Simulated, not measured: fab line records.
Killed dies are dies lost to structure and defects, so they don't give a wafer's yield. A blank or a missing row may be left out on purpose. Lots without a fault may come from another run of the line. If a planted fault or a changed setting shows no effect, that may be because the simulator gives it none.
fab line records ; flow nandHarc
[record] lots = 13; wafers = 39; lastDay = 32
route steps=1302 shown A_CONTACT@1106 A_BLC@1123
lots that met no fault: from a run of the same line without faults
startH: start of the lot's first displayed wafer, in hours after the record's first day ; waitH: hours elapsed since this lot's preceding step ; " as in the row above ; L1.1+2: one row covering several wafers at once ; - either no value or no given start ; * or withheld: withheld ; < > ~ a bound
route shown NAME@n: names a module that has steps shown in the file, with the first one's number in the route ; usual: mean and standard deviation over wafers with no fault ; same: alike in all rows ; chamber/n: place in a boat ; sites: the reading at each site ; _std_site: how widely they spread, as a standard deviation ; _edge_site: mean of outer sites minus mean of inner sites ; radiusMm: how far each site lies from the wafer's centre ; mask NAME#n: copy n ; behind: the tool/chamber that last shaped the wafer ; hold: the reason the lot was held/the length of the hold in hours/how it ended ; device: the n, p or np transistor that did not switch ; end of line: the route-end tests of the same wafers ; step lacking rows: just its recipe ; killed: at the first sort, the dies lost to defects and structure; wafer yield is something else ; map: a wafer's dies, marking killed ones x, the rest . and places with no die _
set.NAME: the setting the step ran with; set.NAME@STEP: the setting that earlier step ran with ; model.NAME: the simulator's own value behind a step, which no gauge read
route steps across a sampled set of lots; one table per step, one row per wafer
services: from which hour (startH, from the record's first day; less than 0 if before it) a tool's chamber was out of use, for how many hours, and why
[[steps]]
[step NHARC_A_CONTACT_INSPECT_23]
[usual] rawDefectCount = 516/120
lot.wafer;tool;chamber;startH;waitH;rawDefectCount
L654.2;defectInspect-01;-;495.90;0.1;407
L654.3;defectInspect-01;-;495.90;0.1;473
L654.6;defectInspect-01;-;495.90;0.1;425
L655.3;defectInspect-02;-;502.40;0.1;355
L655.5;defectInspect-02;-;502.40;0.1;405
L655.6;defectInspect-02;-;502.40;0.1;594
L656.2;defectInspect-02;-;518.13;0.1;413
L656.4;defectInspect-02;-;518.13;0.1;494
L656.5;defectInspect-02;-;518.13;0.1;426
L657.3;defectInspect-01;-;547.27;0.1;418
L657.4;defectInspect-01;-;547.27;0.1;409
L657.5;defectInspect-01;-;547.27;0.1;432
L660.1;defectInspect-02;-;552.06;0.1;564
L660.3;defectInspect-02;-;552.06;0.1;437
L660.5;defectInspect-02;-;552.06;0.1;543
L659.2;defectInspect-01;-;552.41;0.1;575
L659.3;defectInspect-01;-;552.41;0.1;596
L659.6;defectInspect-01;-;552.41;0.1;551
L662.2;defectInspect-01;-;583.41;0.1;657
L662.3;defectInspect-01;-;583.41;0.1;517
L662.4;defectInspect-01;-;583.41;0.1;762
L672.3;defectInspect-01;-;667.28;0.1;454
L672.5;defectInspect-01;-;667.28;0.1;448
L672.6;defectInspect-01;-;667.28;0.1;564
L674.4;defectInspect-01;-;696.11;0.1;676
L674.5;defectInspect-01;-;696.11;0.1;574
L674.6;defectInspect-01;-;696.11;0.1;492
L673.2;defectInspect-01;-;697.66;0.1;593
L673.3;defectInspect-01;-;697.66;0.1;547
L673.4;defectInspect-01;-;697.66;0.1;450
L676.1;defectInspect-02;-;709.45;0.1;644
L676.2;defectInspect-02;-;709.45;0.1;379
L676.4;defectInspect-02;-;709.45;0.1;513
L675.2;defectInspect-01;-;714.26;0.1;509
L675.4;defectInspect-01;-;714.26;0.1;587
L675.5;defectInspect-01;-;714.26;0.1;659
L677.1;defectInspect-02;-;720.06;0.1;605
L677.2;defectInspect-02;-;720.06;0.1;560
L677.3;defectInspect-02;-;720.06;0.1;403
[step NHARC_A_BLC_ETCH_18]
[recipe] targetDepthA = 9100; c4f8FlowSccm = 20; o2FlowSccm = 10; arFlowSccm = withheld; rfW = 600; biasW = 1500; chemistry = C4F8/O2/Ar
[usual] biasW = 1500/4.8; oesProductAu = 0.951/0.022; rfVppV = 981/4.4
lot.wafer;tool;chamber;startH;waitH;biasW;oesProductAu;rfHoursCounterH;rfVppV
L654.2;rieDiel-09;2;-;-;1491;0.954;1;985
L654.3;rieDiel-09;1;-;-;1506;0.946;1;984
L654.6;rieDiel-09;3;-;-;1487;0.948;-;977
L655.3;rieDiel-12;2;-;-;1496;0.922;3;988
L655.5;rieDiel-12;2;-;-;1502;0.924;-;986
L655.6;rieDiel-12;3;-;-;1498;0.925;-;986
L656.2;rieDiel-12;3;-;-;1511;0.975;4;984
L656.4;rieDiel-12;0;-;-;1508;0.962;4;977
L656.5;rieDiel-12;3;-;-;1502;0.967;-;985
L657.3;rieDiel-09;0;-;-;1499;0.959;6;981
L657.4;rieDiel-09;1;-;-;1493;0.942;6;984
L657.5;rieDiel-09;1;-;-;1493;0.940;-;984
L660.1;rieDiel-09;0;-;-;1505;0.976;7;980
L660.3;rieDiel-09;1;-;-;1500;0.944;8;985
L660.5;rieDiel-09;2;-;-;1499;0.949;-;985
L659.3;rieDiel-08;1;-;-;1501;0.961;13;974
L659.2;rieDiel-08;3;-;-;1499;0.993;14;971
L659.6;rieDiel-08;1;-;-;1495;0.962;-;973
L662.3;rieDiel-12;2;-;-;1508;0.908;8;984
L662.2;rieDiel-12;0;-;-;1504;0.915;9;977
L662.4;rieDiel-12;1;-;-;1502;0.930;9;985
L672.3;rieDiel-12;0;-;-;1500;0.977;4;975
L672.5;rieDiel-12;1;-;-;1506;0.955;-;984
L672.6;rieDiel-12;2;-;-;1495;0.955;-;985
L674.4;rieDiel-09;0;-;-;1507;0.978;3;980
L674.5;rieDiel-09;2;-;-;1501;0.954;-;986
L674.6;rieDiel-09;3;-;-;1502;0.966;-;978
L673.4;rieDiel-09;0;-;-;1498;0.967;4;981
L673.3;rieDiel-09;1;-;-;1503;0.958;3;984
L673.2;rieDiel-09;2;-;-;1499;0.988;3;986
L676.2;rieDiel-09;0;-;-;1507;0.939;6;979
L676.1;rieDiel-09;1;-;-;1507;0.940;5;983
L676.4;rieDiel-09;2;-;-;1497;0.955;4;985
L675.2;rieDiel-12;0;-;-;1504;0.927;7;974
L675.4;rieDiel-12;2;-;-;1501;0.918;7;984
L675.5;rieDiel-12;0;-;-;1500;0.927;-;976
L677.2;rieDiel-09;1;-;-;1499;0.942;6;983
L677.3;rieDiel-09;3;-;-;1503;0.975;6;976
L677.1;rieDiel-09;0;-;-;1500;0.968;7;980
[step NHARC_A_BLC_CMP_25]
[recipe] tOverpolishS = 30; targetThkNm = 150
[usual] motorCurrentA = 11.9/1.4; overpolishRunS = 30.000/0.009; slurryFilterDpKPa = 13.51/0.15; timeToEndpointS = 30/3
lot.wafer;tool;chamber;startH;waitH;motorCurrentA;overpolishRunS;slurryFilterDpKPa;timeToEndpointS
L654.2;cmp-02;2;499.15;0.4;11.4;30.008;13.61;32
L654.3;cmp-02;0;499.15;0.4;13.0;29.990;13.17;30
L654.6;cmp-02;2;499.15;0.4;11.9;30.010;13.34;31
L655.3;cmp-01;1;505.91;0.4;11.0;29.997;13.43;30
L655.5;cmp-01;3;505.91;0.4;14.5;30.000;13.52;36
L655.6;cmp-01;0;505.91;0.4;11.4;29.983;13.50;31
L656.4;cmp-01;1;521.40;0.4;10.9;30.010;13.39;31
L656.2;cmp-01;3;521.40;0.4;13.8;30.004;13.48;34
L656.5;cmp-01;0;521.40;0.4;10.7;29.992;13.40;31
L657.4;cmp-02;0;550.69;0.4;12.6;30.006;13.66;28
L657.3;cmp-02;1;550.69;0.4;10.4;29.992;13.25;34
L657.5;cmp-02;3;550.69;0.4;11.1;29.994;13.23;30
L660.1;cmp-04;1;555.35;0.4;12.0;29.994;13.46;31
L660.3;cmp-04;2;555.35;0.4;9.8;29.993;13.44;32
L660.5;cmp-04;1;555.35;0.4;12.4;29.999;13.48;29
L659.3;cmp-04;2;555.69;0.3;10.3;29.984;13.45;30
L659.2;cmp-04;3;555.69;0.3;14.5;30.012;13.75;28
L659.6;cmp-04;1;555.69;0.3;12.4;30.010;13.55;15
L662.2;cmp-04;3;586.68;0.4;14.7;30.002;13.72;26
L662.3;cmp-04;0;586.68;0.4;12.1;29.993;13.22;28
L662.4;cmp-04;1;586.68;0.4;12.7;29.981;13.46;14
L672.3;cmp-04;2;670.42;0.4;10.0;30.010;13.59;31
L672.6;cmp-04;0;670.42;0.4;11.4;30.000;13.29;31
L672.5;cmp-04;1;670.42;0.4;12.5;30.004;13.95;31
L674.4;cmp-01;1;699.41;0.4;11.7;29.992;13.58;29
L674.5;cmp-01;2;699.41;0.4;10.8;30.013;13.59;31
L674.6;cmp-01;3;699.41;0.4;14.5;30.023;13.62;33
L673.4;cmp-04;0;700.79;0.3;11.5;29.999;13.73;27
L673.2;cmp-04;1;700.79;0.3;12.5;30.008;13.58;28
L673.3;cmp-04;2;700.79;0.3;9.3;29.993;13.53;29
L676.4;cmp-04;3;713.06;0.2;14.4;29.995;13.34;24
L676.1;cmp-04;0;713.06;0.2;11.7;29.997;13.48;27
L676.2;cmp-04;1;713.06;0.2;12.5;29.993;13.77;28
L675.4;cmp-04;2;717.39;0.3;10.4;30.002;13.58;29
L675.2;cmp-04;0;717.39;0.3;11.5;30.013;13.43;27
L675.5;cmp-04;2;717.39;0.3;9.9;29.991;13.59;27
L677.2;cmp-04;1;723.35;0.4;11.6;29.987;13.83;27
L677.1;cmp-04;2;723.35;0.4;10.2;29.999;13.45;29
L677.3;cmp-04;3;723.35;0.4;14.3;29.993;13.67;25
[step NHARC_A_BLC_INSPECT_28]
[usual] rawDefectCount = 525/110
lot.wafer;tool;chamber;startH;waitH;rawDefectCount
L654.2;defectInspect-02;-;499.53;0.1;509
L654.3;defectInspect-02;-;499.53;0.1;714
L654.6;defectInspect-02;-;499.53;0.1;404
L655.3;defectInspect-02;-;506.26;0.1;346
L655.5;defectInspect-02;-;506.26;0.1;405
L655.6;defectInspect-02;-;506.26;0.1;489
L656.2;defectInspect-02;-;521.78;0.1;703
L656.4;defectInspect-02;-;521.78;0.1;557
L656.5;defectInspect-02;-;521.78;0.1;488
L657.3;defectInspect-01;-;551.05;0.1;664
L657.4;defectInspect-01;-;551.05;0.1;518
L657.5;defectInspect-01;-;551.05;0.1;444
L660.1;defectInspect-02;-;555.72;0.1;373
L660.3;defectInspect-02;-;555.72;0.1;523
L660.5;defectInspect-02;-;555.72;0.1;493
L659.2;defectInspect-02;-;556.08;0.1;473
L659.3;defectInspect-02;-;556.08;0.1;786
L659.6;defectInspect-02;-;556.08;0.1;454
L662.2;defectInspect-01;-;587.07;0.1;395
L662.3;defectInspect-01;-;587.07;0.1;453
L662.4;defectInspect-01;-;587.07;0.1;421
L672.3;defectInspect-02;-;670.77;0.1;571
L672.5;defectInspect-02;-;670.77;0.1;535
L672.6;defectInspect-02;-;670.77;0.1;593
L674.4;defectInspect-02;-;699.74;0.1;847
L674.5;defectInspect-02;-;699.74;0.1;660
L674.6;defectInspect-02;-;699.74;0.1;527
L673.2;defectInspect-01;-;701.17;0.1;584
L673.3;defectInspect-01;-;701.17;0.1;477
L673.4;defectInspect-01;-;701.17;0.1;819
L676.1;defectInspect-01;-;713.48;0.1;509
L676.2;defectInspect-01;-;713.48;0.1;493
L676.4;defectInspect-01;-;713.48;0.1;427
L675.2;defectInspect-01;-;717.77;0.1;375
L675.4;defectInspect-01;-;717.77;0.1;447
L675.5;defectInspect-01;-;717.77;0.1;561
L677.1;defectInspect-01;-;723.74;0.1;554
L677.2;defectInspect-01;-;723.74;0.1;502
L677.3;defectInspect-01;-;723.74;0.1;450
[[services]]
tool;chamber;startH;hours;kind
cmp-01;-;473.57;0.5;repair
cmp-02;-;478.25;0.3;repair
cmp-04;-;480.75;4.0;pm
cmp-02;-;482.53;2.2;repair
cmp-01;-;485.49;0.5;repair
rieDiel-12;2;489.00;7.9;repair
cmp-01;-;494.39;0.8;repair
rieDiel-09;2;521.95;9.6;repair
cmp-04;-;527.42;3.5;repair
cmp-01;-;553.50;4.0;pm
cmp-04;-;569.06;1.5;repair
cmp-01;-;574.16;0.3;repair
cmp-04;-;578.75;4.0;pm
cmp-01;-;594.14;0.4;repair
rieDiel-12;-;598.40;9.0;pm
rieDiel-09;3;606.88;3.6;repair
cmp-01;-;618.33;0.4;repair
rieDiel-09;2;637.68;11.5;repair
cmp-04;-;650.06;0.6;repair
rieDiel-09;-;650.18;9.0;pm
cmp-01;-;651.50;4.0;pm
cmp-01;-;669.99;0.5;repair
cmp-04;-;676.75;4.0;pm
rieDiel-12;2;723.06;10.0;repair
[[key]]
[firstSign] step = NHARC_A_BLC_CMP_25; reading = timeToEndpointS; direction = down; sigmas = 5; usual = *; struck = *
effect none on later readings
metAt NHARC_A_BLC_CMP_25
struckLots L659,L662
struckWafers L659.6,L662.4
testerLeftOut L659,L662
notActingAt NHARC_A_CONTACT_INSPECT_23,NHARC_A_BLC_ETCH_18,NHARC_A_BLC_INSPECT_28
onsetBetween 555.35 555.69
[fault] kind = processParameterDrift; tool = cmp-04; chamber = -; onsetH = 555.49; steps = NHARC_A_BLC_CMP_25; channel = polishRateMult; offset = 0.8; shape = step; endH = 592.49; scope = struckWafersOnly
// testerLeftOut: of these lots the tester's yield and bins aren't shown, on N5 and GAA mostly nor the transistor test; their killed dies are dies lost to structure and defects alone, not to doping, threshold or leakage, so they don't give the yield
